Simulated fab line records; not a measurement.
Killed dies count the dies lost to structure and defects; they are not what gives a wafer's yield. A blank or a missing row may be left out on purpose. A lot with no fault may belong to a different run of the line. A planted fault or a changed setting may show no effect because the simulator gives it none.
Problem report, 8D (eight disciplines) form, completed by code | flow nandHarc | the parts of the form that need people (team, actions taken, sign-off) are left out

1. THE PROBLEM
At NHARC_A_CONTACT_INSPECT_71, rawDefectCount averages 1446 over 3 wafers from 2 lots, while fault-free wafers read 83, standard deviation 43. Measured from the usual mean, that is +32 standard deviations.
Earliest sighting: wafer L714.2 on defectInspect-01 at day 28 14:48. At this step, 33 wafers from 11 lots have a number in the record. Rule for "out" (also "out of limits"): further than 4 standard deviations from the usual mean. All remaining wafers that have a number are taken as sound.

2. WHAT IT IS, WHAT IT ISN'T
question                    | is                     | is not
which readings at this step | rawDefectCount         | -
which lots                  | L714, L716             | L697, L701, L702, L706, L707, L708, L717, L718, L719
which wafers of those lots  | L714.2, L714.4, L716.5 | L714.6, L716.3, L716.6
read on which gauges        | defectInspect-01       | defectInspect-02
when                        | from day 28 14:48      | up to then (19 sound wafers); but 11 sound wafers of L716, L717, L718, L719 came after

3. SUSPECTS, AND WHAT RULES EACH OUT
Counting: if a tool at a process step up to the reading ran every lot that is out, it stays a suspect. Sound lots after the first of them don't rule it out here, since some wafers of a struck lot are sound.
- the gauge at NHARC_A_CONTACT_INSPECT_71: kept. All the wafers that are out were read on defectInspect-01, and no step on other tools shows them out.
- pecvd-03 at NHARC_A_CONTACT_DEP_58 (deposits SiON, target thk 90 nm): kept. It processed each lot that is out (first: L714, day 28 14:06); up to then, its last sound lot is L707 (day 25 18:53).
- In pecvd-03 at NHARC_A_CONTACT_DEP_58, the wafers that are out were processed in chamber 1 and their sound lot-mates in chambers 0, 2.
What counting leaves: pecvd-03 at NHARC_A_CONTACT_DEP_58 and defectInspect-01 at NHARC_A_CONTACT_INSPECT_71.

4. THE CAUSE (what the simulator had put in)
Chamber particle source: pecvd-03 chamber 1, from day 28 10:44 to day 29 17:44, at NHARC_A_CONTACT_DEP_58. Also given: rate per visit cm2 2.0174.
Counting leaves 2 suspects; this tool is one of them.

5. THE EFFECT CHAIN, in route order
Each row: a reading whose mean over the struck wafers that have a number lies more than 3 standard deviations from the usual. Only readings whose record carries a usual standard deviation are examined. hours: median over the lots of the time between each lot's start at the first step of this table that gives one and its start at this step. sigmas: the change, counted in usual standard deviations.
hours | step                       | reading        | usual | on struck wafers | change | sigmas
0     | NHARC_A_CONTACT_INSPECT_71 | rawDefectCount | 83    | 1446             | +1363  | +32
62    | NHARC_END_SORT_01          | killedAtArray  | 55    | 144              | +89    | +4.0
62    | NHARC_END_SORT_01          | killedDies     | 59    | 147              | +88    | +4.0

6. WHAT WOULD HAVE CAUGHT IT SOONER
The first out-of-limits reading at a measuring or inspecting step in this record came at day 28 14:48, 4 hours after the fault's start at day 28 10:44.
Tool readings at NHARC_A_CONTACT_DEP_58 with a usual standard deviation given in the record: none out on any struck wafer, hence no alarm at a limit of 4 standard deviations on them.
Lots out: 2; of these, L716 started NHARC_A_CONTACT_DEP_58 on pecvd-03 after day 28 14:48. It would have been spared by a hold on the tool at that moment.
